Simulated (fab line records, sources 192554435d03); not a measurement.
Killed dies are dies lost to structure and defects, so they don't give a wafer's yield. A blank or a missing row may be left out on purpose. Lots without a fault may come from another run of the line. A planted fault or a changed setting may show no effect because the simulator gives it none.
fab line records | flow n5_finfet
record lots=7 wafers=39
route steps=1938 shown ZERO_LAYER@4 PMOS_HMC_CHANNEL_EPI@64 SD_EPI_N@288 SD_ACTIVATION@330 BEOL_M0@721 BEOL_M4@1067
start_h: hours from the record's first day to the start of the lot's first wafer shown | wait_h: hours since the lot's step before | " the same as in the row above | L1.1+2: a row that stands for several wafers | - no value, or no start given | * or withheld: withheld | < > ~ a bound
route shown NAME@n: a module of which the file shows steps, and the number in the route of the first | usual: mean/standard deviation of fault-free wafers | same: alike in all rows | chamber/n: place in a boat | sites: the reading at each site | _std_site: their standard deviation | _edge_site: outer sites' mean less inner sites' | radius_mm: how far each site lies from the wafer's centre | mask NAME#n: copy n | behind: the tool/chamber that last shaped the wafer | hold: why the lot was held/for how many hours/how that ended | device: the transistor (n, p or np) that didn't switch | end of line: the same wafers' tests at the end of the route | a step without rows: its recipe alone | killed: dies lost to structure and defects at the first sort, not the wafer's yield | map: a wafer's dies, x killed, . not, _ none there
set.NAME: the setting as run; set.NAME@STEP: as run at that earlier step | model.NAME: the simulator's own value behind a step, which no gauge read
lots whose settings were changed on purpose; a table a step, a row a wafer
## steps
# step N5_ZERO_LAYER_PECVD_02
# recipe material=SiO2 target_thk_a=100 temp_c=400 precursor=SiH4/N2O pressure_torr=0.75 rf_w=275 time_s=6
# columns lot.wafer tool chamber start_h wait_h set.time_s model.SiO2_of_ZERO_LAYER_PECVD_02.thk_nm
L075.1 pecvd-01 1 18.28 0.0 6 9.872
L075.2 " 0 " " 6 9.712
L075.3 " 2 " " 3.251 5.11
L075.4 " 2 " " 6 9.939
L075.5 " 0 " " 3.251 5.324
L075.6 " 1 " " 3.251 5.373
L076.1 pecvd-03 2 24.28 0.0 6 10.03
L076.2 " 0 " " 6 9.983
L076.3 " 0 " " 6 10.24
L076.4 " 2 " " 6 10.19
L076.5 " 2 " " 6 10.34
L076.6 " 0 " " 6 9.914
L083.1 pecvd-03 0 66.29 0.0 6 9.913
L083.2 " 1 " " 6 9.94
L083.3 " 2 " " 6 9.99
L083.4 " 2 " " 6 10.13
L083.5 " 1 " " 6 10.1
L083.6 " 0 " " 6 10.2
L088.1 pecvd-04 0 96.28 0.0 6 9.661
L088.2 " 1 " " 6 9.743
L088.3 " 2 " " 7.207 11.79
L088.4 " 1 " " 6 9.832
L088.5 " 2 " " 7.207 11.87
L088.6 " 0 " " 7.207 11.89
L090.1 pecvd-04 0 108.28 0.0 6 9.972
L090.2 " 2 " " 8.313 13.87
L090.3 " 1 " " 8.313 13.8
L090.4 " 0 " " 8.313 14
L090.5 " 1 " " 6 10.19
L090.6 " 2 " " 6 10.26
L094.1 pecvd-01 1 132.28 0.0 6 9.966
L094.5 " 1 " " 6 10.1
L094.6 " 0 " " 6 10.04
L097.1 pecvd-04 1 150.30 0.0 6 9.784
L097.2 " 2 " " 6 9.822
L097.3 " 0 " " 8.057 13.18
L097.4 " 0 " " 8.057 13.44
L097.5 " 2 " " 8.057 13.38
L097.6 " 1 " " 6 10.09
# step N5_PMOS_HMC_CHANNEL_EPI_DEVELOP_08
# recipe develop_time_s=30 developer=TMAH resist=CAR-ArF-block dev_temp_c=23 rinse_liquid=diw dry=air_spin
# columns lot.wafer tool chamber start_h wait_h set.develop_time_s
L075.1+3+4 litho_track-02 0 - - 22.6
L075.2+5+6 " 0 " " 30
L076.1+2+6 litho_track-04 0 - - 30
L076.3+4+5 " 0 " " 40.47
L083.1+2+3+4+5+6 litho_track-04 0 - - 30
L088.1+2+3+4+5+6 litho_track-04 0 - - 30
L090.1+4+6 litho_track-04 0 - - 30
L090.2+3+5 " 0 " " 40.05
L094.1+5+6 litho_track-01 0 - - 30
L097.1+2+3 litho_track-04 0 - - 18.06
L097.4+5+6 " 0 " " 30
# step N5_PMOS_HMC_CHANNEL_EPI_CD_MEAS_09
# recipe target_cd_nm=237.4 landing_energy_ev=500 detector=se_inlens
# usual cd_nm=237.0/0.81
# columns lot.wafer tool chamber start_h wait_h set.develop_time_s@PMOS_HMC_CHANNEL_EPI_DEVELOP_08 cd_nm
L075.1 cd_sem-03 0 23.21 - 22.6 235.0
L075.2 " 0 " " 30 236.4
L075.3 " 0 " " 22.6 235.7
L075.4 " 0 " " 22.6 234.8
L075.5 " 0 " " 30 236.4
L075.6 " 0 " " 30 236.7
L076.1 cd_sem-02 0 30.53 - 30 237.6
L076.2 " 0 " " 30 237.5
L076.3 " 0 " " 40.47 239.5
L076.4 " 0 " " 40.47 239.9
L076.5 " 0 " " 40.47 240.5
L076.6 " 0 " " 30 238.8
L083.1 cd_sem-02 0 72.24 - 30 237.9
L083.2 " 0 " " 30 236.6
L083.3 " 0 " " 30 238.0
L083.4 " 0 " " 30 237.4
L083.5 " 0 " " 30 237.6
L083.6 " 0 " " 30 238.2
L088.1 cd_sem-03 0 101.27 - 30 238.1
L088.2 " 0 " " 30 237.7
L088.3 " 0 " " 30 237.5
L088.4 " 0 " " 30 237.3
L088.5 " 0 " " 30 237.6
L088.6 " 0 " " 30 236.7
L090.1 cd_sem-01 0 113.51 - 30 236.6
L090.2 " 0 " " 40.05 239.1
L090.3 " 0 " " 40.05 238.8
L090.4 " 0 " " 30 236.7
L090.5 " 0 " " 40.05 238.2
L090.6 " 0 " " 30 237.5
L094.1 cd_sem-03 0 138.56 - 30 237.6
L094.5 " 0 " " 30 237.5
L094.6 " 0 " " 30 237.4
L097.1 cd_sem-01 0 155.21 - 18.06 233.7
L097.2 " 0 " " 18.06 233.3
L097.3 " 0 " " 18.06 233.1
L097.4 " 0 " " 30 235.9
L097.5 " 0 " " 30 236.0
L097.6 " 0 " " 30 237.1
# step N5_PMOS_HMC_CHANNEL_EPI_DESCUM_14
# recipe chemistry=O2 time_s=7.9 source_power_w=50 bias_power_w=20 pressure_mtorr=20 rf_frequency_hz=2.712e+07 temp_c=40 resist=CAR-ArF-block o2_flow_sccm=225
# columns lot.wafer tool chamber start_h wait_h set.develop_time_s@PMOS_HMC_CHANNEL_EPI_DEVELOP_08 model.PMOS_HMC_CHANNEL_EPI.cd_nm
L075.1 rie_diel-02 3 23.30 0.0 22.6 235.1
L075.2 " 0 " " 30 236.3
L075.3 " 1 " " 22.6 235.5
L075.4 " 2 " " 22.6 234.7
L075.5 " 2 " " 30 236.5
L075.6 " 3 " " 30 237.1
L076.1 rie_diel-02 1 30.95 0.4 30 237.4
L076.2 " 3 " " 30 237.5
L076.3 " 2 " " 40.47 239.2
L076.4 " 0 " " 40.47 239.8
L076.5 " 3 " " 40.47 240.7
L076.6 " 0 " " 30 238.6
L083.1 rie_diel-06 1 72.79 0.5 30 237.9
L083.2 " 0 " " 30 236.8
L083.3 " 3 " " 30 238.2
L083.4+5 " 2,1 " " 30 237.4
L083.6 " 0 " " 30 238.3
L088.1 rie_diel-02 2 101.38 0.1 30 238.2
L088.2+3 " 0,1 " " 30 237.7
L088.4 " 3 " " 30 237.4
L088.5 " 2 " " 30 237.9
L088.6 " 3 " " 30 237
L090.1 rie_diel-02 3 113.60 0.0 30 236.7
L090.2+3 " 1,0 " " 40.05 239
L090.4 " 0 " " 30 236.8
L090.5 " 1 " " 40.05 238.3
L090.6 " 3 " " 30 237.6
L094.1 rie_diel-05 3 139.20 0.6 30 237.5
L094.5 " 3 " " 30 237.8
L094.6 " 2 " " 30 236.8
L097.1 rie_diel-05 1 155.31 0.1 18.06 233.6
L097.2 " 3 " " 18.06 233.4
L097.3 " 2 " " 18.06 233
L097.4 " 0 " " 30 235.7
L097.5 " 1 " " 30 235.9
L097.6 " 2 " " 30 236.6
# step N5_SD_EPI_N_EPI_21
# recipe material=Si:P dopant=P temp_c=680 pressure_torr=255 time_s=690
# columns lot.wafer tool chamber start_h wait_h set.epi_growth_time_s model.Si-P_of_SD_EPI_N_EPI_21.thk_nm
L075.1 epi_rpcvd-02 0 56.61 0.2 894.6 70
L075.2 " 0 " " 690 58.4
L075.3 " 0 " " 894.6 70.2
L075.4 " 0 " " 690 57.6
L075.5 " 0 " " 894.6 70.8
L075.6 " 0 " " 690 58.8
L076.1 epi_rpcvd-02 0 65.16 0.1 512.9 47.6
L076.2+3 " 0 " " 512.9 47
L076.4 " 0 " " 690 59
L076.5 " 0 " " 690 58.6
L076.6 " 0 " " 690 58.4
L083.1+4+6 epi_rpcvd-02 0 108.10 0.4 690 58.6
L083.2 " 0 " " 690 58
L083.3 " 0 " " 690 57.8
L083.5 " 0 110.75 2.7 690 58.2
L088.1 epi_rpcvd-03 0 135.03 0.2 690 58.2
L088.2 " 0 " " 690 58
L088.3 " 0 " " 690 57.8
L088.4+5+6 " 0 " " 690 58.6
L090.1 epi_rpcvd-04 0 153.48 0.2 690 59.2
L090.2 " 0 " " 690 60
L090.3+5 " 0 " " 904.5 72
L090.4 " 0 " " 904.5 71.6
L090.6 " 0 " " 690 59.6
L094.1+5 epi_rpcvd-03 0 174.91 0.2 690 58.8
L094.6 " 0 176.78 1.9 690 59
L097.1 epi_rpcvd-04 0 193.85 0.2 503.3 46.4
L097.2 " 0 " " 690 59.8
L097.3+6 " 0 " " 690 59
L097.4 " 0 " " 503.3 46.2
L097.5 " 0 " " 503.3 46.6
# step N5_SD_EPI_N_EPI_MEAS_23
# recipe mode=xrd
# usual thk_nm=58.8/1.3
# columns lot.wafer tool chamber start_h wait_h set.epi_growth_time_s@SD_EPI_N_EPI_21 thk_nm
L075.1 film_metro-01 - 58.89 1.9 894.6 69.6
L075.2 " - " " 690 59.8
L075.3 " - " " 894.6 71.3
L075.4 " - " " 690 57.4
L075.5 " - " " 894.6 71.0
L075.6 " - " " 690 60.5
L076.1 film_metro-01 - 66.87 1.4 512.9 47.9
L076.2 " - " " 512.9 48.4
L076.3 " - " " 512.9 46.8
L076.4 " - " " 690 58.5
L076.5 " - " " 690 59.0
L076.6 " - " " 690 57.1
L083.1 film_metro-02 - 112.12 3.4 690 61.4
L083.2 " - " " 690 55.8
L083.3 " - " " 690 58.0
L083.4 " - " " 690 59.2
L083.5 " - " " 690 58.7
L083.6 " - " " 690 58.2
L088.1 film_metro-01 - 137.31 1.9 690 55.9
L088.2 " - " " 690 57.0
L088.3 " - " " 690 58.8
L088.4 " - " " 690 57.5
L088.5 " - " " 690 59.3
L088.6 " - " " 690 57.2
L090.1 film_metro-02 - 155.76 1.9 690 58.7
L090.2 " - " " 690 60.6
L090.3 " - " " 904.5 72.2
L090.4 " - " " 904.5 71.2
L090.5 " - " " 904.5 72.4
L090.6 " - " " 690 59.3
L094.1 film_metro-01 - 177.19 1.9 690 58.2
L094.5 " - " " 690 57.4
L094.6 " - " " 690 57.4
L097.1 film_metro-01 - 196.87 2.5 503.3 47.5
L097.2 " - " " 690 61.2
L097.3 " - " " 690 57.5
L097.4 " - " " 503.3 47.1
L097.5 " - " " 503.3 47.6
L097.6 " - " " 690 59.0
# step N5_SD_EPI_N_PRECLEAN_24
# recipe chemistry=O3/DIW time_s=60 temp_c=22 o3_ppm=10
# columns lot.wafer tool chamber start_h wait_h set.epi_growth_time_s@SD_EPI_N_EPI_21 model.Si-P_of_SD_EPI_N_EPI_21.thk_nm
L075.1 wet_bench-04 5 58.93 0.0 894.6 69.6
L075.2 " 6 " " 690 58.2
L075.3 " 2 " " 894.6 69.8
L075.4 " 7 " " 690 57.2
L075.5 " 4 " " 894.6 70.2
L075.6 " 3 " " 690 58.4
L076.1 wet_bench-04 0 66.91 0.0 512.9 47.2
L076.2+3 " 4,7 " " 512.9 46.6
L076.4 " 6 " " 690 58.6
L076.5 " 5 " " 690 58.2
L076.6 " 1 " " 690 58
L083.1+4+6 wet_bench-04 7,5,0 112.16 0.0 690 58.2
L083.2 " 3 " " 690 57.6
L083.3 " 6 " " 690 57.4
L083.5 " 4 " " 690 57.8
L088.1 wet_bench-04 6 137.34 0.0 690 57.8
L088.2 " 5 " " 690 57.6
L088.3 " 4 " " 690 57.4
L088.4+5+6 " 0,7,1 " " 690 58.2
L090.1 wet_bench-04 5 155.79 0.0 690 58.8
L090.2 " 1 " " 690 59.6
L090.3+5 " 3,2 " " 904.5 71.6
L090.4 " 0 " " 904.5 71
L090.6 " 4 " " 690 59.2
L094.1+5 wet_bench-06 7,6 177.23 0.0 690 58.4
L094.6 " 1 " " 690 58.6
L097.1 wet_bench-04 7 196.94 0.1 503.3 46
L097.2 " 6 " " 690 59.4
L097.3+6 " 2,1 " " 690 58.6
L097.4 " 3 " " 503.3 45.8
L097.5 " 0 " " 503.3 46.4
# step N5_SD_EPI_N_SRD_25
# recipe time_s=30 temp_c=23 rinse_liquid=diw dry=ipa_marangoni
# step N5_SD_EPI_N_PRECLEAN_49
# recipe chemistry=NF3:NH3 afs_cycles=1 temp_c=30 time_s=20 sublimation_temp_c=180 sublimation_time_s=60 pressure_torr=3 rf_power_w=30
# step N5_SD_ACTIVATION_RTA_00
# recipe temp_c=975 time_s=0 ambient=N2 idle_temp_c=600 ramp_up_c_per_s=150 ramp_down_c_per_s=60 cool_to_c=600
# step N5_SD_ACTIVATION_LSA_01
# recipe temp_c=1080 time_s=0.0008 ambient=N2
# step N5_SD_ACTIVATION_RS_MEAS_03
# recipe thk_meas_gauge=four-point-probe
# usual RS_SD_N=22.0/0.31 RS_SD_P=56.5/0.82
# columns lot.wafer tool chamber start_h wait_h set.epi_growth_time_s@SD_EPI_N_EPI_21 RS_SD_N[ohm/sq] RS_SD_P[ohm/sq]
L075.1 film_metro-02 - 64.11 0.2 894.6 18.7 57.0
L075.2 " - " " 690 22.5 55.2
L075.3 " - " " 894.6 18.7 56.7
L075.4 " - " " 690 22.6 56.7
L075.5 " - " " 894.6 18.4 56.3
L075.6 " - " " 690 22.2 56.0
L076.1 film_metro-02 - 72.20 0.2 512.9 27.2 55.5
L076.2 " - " " 512.9 27.5 56.6
L076.3 " - " " 512.9 27.5 55.3
L076.4 " - " " 690 21.7 55.7
L076.5 " - " " 690 21.9 55.6
L076.6 " - " " 690 22.1 56.1
L083.1 film_metro-01 - 120.25 0.2 690 22.2 57.2
L083.2 " - " " 690 22.3 55.9
L083.3 " - " " 690 22.5 56.8
L083.4 " - " " 690 22.1 55.7
L083.5 " - " " 690 22.3 57.6
L083.6 " - " " 690 22.1 56.3
L088.1 film_metro-01 - 145.13 0.2 690 22.3 57.6
L088.2 " - " " 690 22.4 58.0
L088.3 " - " " 690 22.5 57.6
L088.4 " - " " 690 22.1 58.0
L088.5 " - " " 690 22.0 57.5
L088.6 " - " " 690 22.2 58.2
L090.1 film_metro-01 - 163.04 0.2 690 21.9 55.8
L090.2 " - " " 690 21.8 57.0
L090.3 " - " " 904.5 17.8 57.2
L090.4 " - " " 904.5 18.0 57.1
L090.5 " - " " 904.5 18.0 55.7
L090.6 " - " " 690 21.6 57.5
L094.1 film_metro-01 - 183.97 0.2 690 22.0 55.6
L094.5 " - " " 690 21.8 56.2
L094.6 " - " " 690 21.9 55.7
L097.1 film_metro-01 - 202.31 0.2 503.3 28.0 56.5
L097.2 " - " " 690 21.7 56.3
L097.3 " - " " 690 21.9 56.4
L097.4 " - " " 503.3 28.1 56.0
L097.5 " - " " 503.3 27.9 57.0
L097.6 " - " " 690 22.0 56.3
# step N5_BEOL_M0_TRENCH_ETCH_107
# recipe chemistry=C4F6/O2 target_depth_a=328 target=SiOC time_s=16.4 ion_energy_ev=250 pressure_mtorr=30 source_w=355 bias_w=185 Ar_flow_sccm=300 C4F6_flow_sccm=10 O2_flow_sccm=10
# columns lot.wafer tool chamber start_h wait_h set.target_depth_a model.BEOL_M0.feature_depth_nm model.TiN_of_BEOL_M0_SAQP_HM_DEP_02.thk_nm
L075.1 rie_diel-03 1 127.84 0.0 509.2 50.4 9
L075.2 " 2 " " 509.2 49.6 9.2
L075.3 " 3 " " 328 32.6 9.8
L075.4 " 0 " " 328 32.2 9.8
L075.5 " 1 " " 328 32.8 9.8
L075.6 " 2 " " 509.2 49.4 9
L076.1+6 rie_diel-01 2,1 135.27 0.0 328 32.8 9.6
L076.2 " 3 " " 328 33.6 9.4
L076.3 " 1 " " 328 33 9.4
L076.4 " 0 " " 328 33 9.6
L076.5 " 0 " " 328 33.2 9.4
L083.1 rie_diel-01 3 188.02 0.0 477.5 47.8 8.8
L083.2 " 2 " " 477.5 47.2 9
L083.3 " 0 " " 328 32.8 9.6
L083.4 " 1 " " 477.5 47.8 9
L083.5 " 3 " " 328 33 9.4
L083.6 " 2 " " 328 32.6 9.6
L088.1 rie_diel-04 1 207.70 0.0 328 32.4 9.6
L088.2 " 3 " " 328 33.2 9.6
L088.3 " 0 " " 328 31.8 9.6
L088.4+5 " 2 " " 510.3 50.4 8.8
L088.6 " 3 " " 510.3 51.6 8.8
L090.1 rie_diel-03 2 224.17 0.0 328 32 9.6
L090.2 " 0 " " 421.5 41.2 9.4
L090.3+4 " 1 " " 328 32.8 9.6
L090.5 " 0 " " 421.5 41.6 9.4
L090.6 " 2 " " 421.5 41 9.4
L094.1+6 rie_diel-01 3,0 242.23 0.0 328 32.8 9.8
L094.5 " 3 " " 328 32.6 9.8
L097.1 rie_diel-04 3 258.62 0.0 328 32.8 9.8
L097.2+5+6 " 2,1,2 " " 328 32.4 9.6
L097.3 " 1 " " 328 32.2 9.6
L097.4 " 3 " " 328 33 9.6
# step N5_BEOL_M0_STRIP_142
# recipe chemistry=N2/H2 time_s=10 power_w=450 temp_c=40 pressure_mtorr=20 rf_frequency_hz=6e+07 bias_power_w=7 n2_flow_sccm=200 h2_flow_sccm=200
# step N5_BEOL_M0_OCD_MEAS_108
# usual trench_depth_nm=32.6/0.52
# columns lot.wafer tool chamber start_h wait_h set.target_depth_a@BEOL_M0_TRENCH_ETCH_107 trench_depth_nm
L075.1 ocd-02 - 127.94 0.1 509.2 50.7
L075.2 " - " " 509.2 49.4
L075.3 " - " " 328 32.9
L075.4 " - " " 328 32.4
L075.5 " - " " 328 32.8
L075.6 " - " " 509.2 49.8
L076.1 ocd-02 - 135.37 0.1 328 32.4
L076.2 " - " " 328 33.8
L076.3 " - " " 328 33.1
L076.4 " - " " 328 32.6
L076.5 " - " " 328 32.8
L076.6 " - " " 328 33.0
L083.1 ocd-02 - 188.12 0.1 477.5 47.9
L083.2 " - " " 477.5 47.2
L083.3 " - " " 328 33.0
L083.4 " - " " 477.5 48.2
L083.5 " - " " 328 33.1
L083.6 " - " " 328 32.5
L088.1 ocd-01 - 207.80 0.1 328 32.5
L088.2 " - " " 328 33.2
L088.3 " - " " 328 31.6
L088.4 " - " " 510.3 50.1
L088.5 " - " " 510.3 50.3
L088.6 " - " " 510.3 51.4
L090.1 ocd-02 - 224.27 0.1 328 32.4
L090.2 " - " " 421.5 40.9
L090.3 " - " " 328 32.6
L090.4 " - " " 328 32.7
L090.5 " - " " 421.5 41.5
L090.6 " - " " 421.5 41.1
L094.1 ocd-02 - 242.34 0.1 328 32.5
L094.5 " - " " 328 32.2
L094.6 " - " " 328 32.8
L097.1 ocd-01 - 258.72 0.1 328 32.7
L097.2 " - " " 328 32.1
L097.3 " - " " 328 31.9
L097.4 " - " " 328 33.1
L097.5 " - " " 328 32.6
L097.6 " - " " 328 32.4
# step N5_BEOL_M4_VIA_ETCH_34
# recipe chemistry=C4F6/O2 target_depth_a=694 mask_material=SOC pressure_mtorr=15 ion_energy_ev=250 taper_deg=4 time_s=65.9 source_w=350 bias_w=170 Ar_flow_sccm=300 C4F6_flow_sccm=10 O2_flow_sccm=10
# columns lot.wafer tool chamber start_h wait_h set.target_depth_a model.etch.depth_nm model.SOC_of_BEOL_M4_COAT_67.thk_nm
L075.1 rie_diel-01 3 167.43 0.0 981.5 99.52 48.2
L075.2 " 1 " " 981.5 98.64 48.6
L075.3 " 0 " " 694 70.64 52
L075.4 " 2 " " 981.5 97.66 48.4
L075.5 " 1 " " 694 69.62 52
L075.6 " 2 " " 694 69.53 51.8
L076.1 rie_diel-03 0 190.65 0.0 694 68.93 51.8
L076.2 " 3 " " 694 68.84 51.8
L076.3 " 2 " " 694 68.3 51.8
L076.4 " 0 " " 694 68.71 51.8
L076.5 " 3 " " 694 68.74 51.6
L076.6 " 2 " " 694 67.36 51.8
L083.1 rie_diel-04 0 226.88 0.0 893.8 86.05 49.6
L083.2 " 1 " " 694 68.1 51.6
L083.3 " 3 " " 694 69.62 51.6
L083.4 " 2 " " 694 68.38 51.6
L083.5 " 2 " " 893.8 87.88 49.6
L083.6 " 3 " " 893.8 89.98 49.2
L088.1 rie_diel-03 1 249.68 0.0 1007 98.85 48.8
L088.2 " 3 " " 1007 100.8 48.4
L088.3 " 2 " " 694 66.13 52.4
L088.4 " 2 " " 694 66.48 52.4
L088.5 " 3 " " 694 69.86 52
L088.6 " 1 " " 1007 98.67 48.6
L090.1 rie_diel-03 2 264.71 0.0 834.5 79.93 50.8
L090.2 " 0 " " 834.5 83.44 50.2
L090.3 " 3 " " 694 70.14 52
L090.4 " 3 " " 834.5 83.99 50.2
L090.5 " 2 " " 694 66.86 52.2
L090.6 " 0 " " 694 69.25 51.8
L094.1 rie_diel-01 2 281.53 0.0 694 68.31 51.8
L094.5 " 1 " " 694 69.46 51.8
L094.6 " 0 " " 694 69.66 51.8
L097.1 rie_diel-03 0 301.71 0.0 1073 108.1 47.4
L097.2 " 3 " " 1073 109.4 47.2
L097.3 " 1 " " 1073 107.6 47.6
L097.4 " 2 " " 694 67.51 52.2
L097.5 " 2 " " 694 67.28 52.2
L097.6 " 3 " " 694 70.58 51.8
## key
split step=N5_ZERO_LAYER_PECVD_02 setting=time_s stated=6 by=wafer
response step=N5_ZERO_LAYER_PECVD_02 reading=model.SiO2_of_ZERO_LAYER_PECVD_02.thk_nm change=+0.0995 per=1% r=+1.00
split step=N5_PMOS_HMC_CHANNEL_EPI_DEVELOP_08 setting=develop_time_s stated=30 by=wafer
response step=N5_PMOS_HMC_CHANNEL_EPI_CD_MEAS_09 reading=cd_nm change=+0.0617 per=1% r=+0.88
response step=N5_PMOS_HMC_CHANNEL_EPI_DESCUM_14 reading=model.PMOS_HMC_CHANNEL_EPI.cd_nm change=+0.0609 per=1% r=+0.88
split step=N5_SD_EPI_N_EPI_21 setting=epi_growth_time_s stated=690 by=wafer
response step=N5_SD_EPI_N_EPI_21 reading=model.Si-P_of_SD_EPI_N_EPI_21.thk_nm change=+0.427 per=1% r=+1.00
response step=N5_SD_EPI_N_EPI_MEAS_23 reading=thk_nm change=* per=1% r=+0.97
response step=N5_SD_EPI_N_PRECLEAN_24 reading=model.Si-P_of_SD_EPI_N_EPI_21.thk_nm change=+0.424 per=1% r=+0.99
response step=N5_SD_ACTIVATION_RS_MEAS_03 reading=RS_SD_N change=-0.167 per=1% r=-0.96
split step=N5_BEOL_M0_TRENCH_ETCH_107 setting=target_depth_a stated=328 by=wafer
response step=N5_BEOL_M0_TRENCH_ETCH_107 reading=model.BEOL_M0.feature_depth_nm change=+0.321 per=1% r=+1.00
response step=N5_BEOL_M0_TRENCH_ETCH_107 reading=model.TiN_of_BEOL_M0_SAQP_HM_DEP_02.thk_nm change=-0.0131 per=1% r=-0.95
response step=N5_BEOL_M0_OCD_MEAS_108 reading=trench_depth_nm change=+0.32 per=1% r=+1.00
split step=N5_BEOL_M4_VIA_ETCH_34 setting=target_depth_a stated=694 by=wafer
response step=N5_BEOL_M4_VIA_ETCH_34 reading=model.etch.depth_nm change=+0.708 per=1% r=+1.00
response step=N5_BEOL_M4_VIA_ETCH_34 reading=model.SOC_of_BEOL_M4_COAT_67.thk_nm change=-0.0828 per=1% r=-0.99
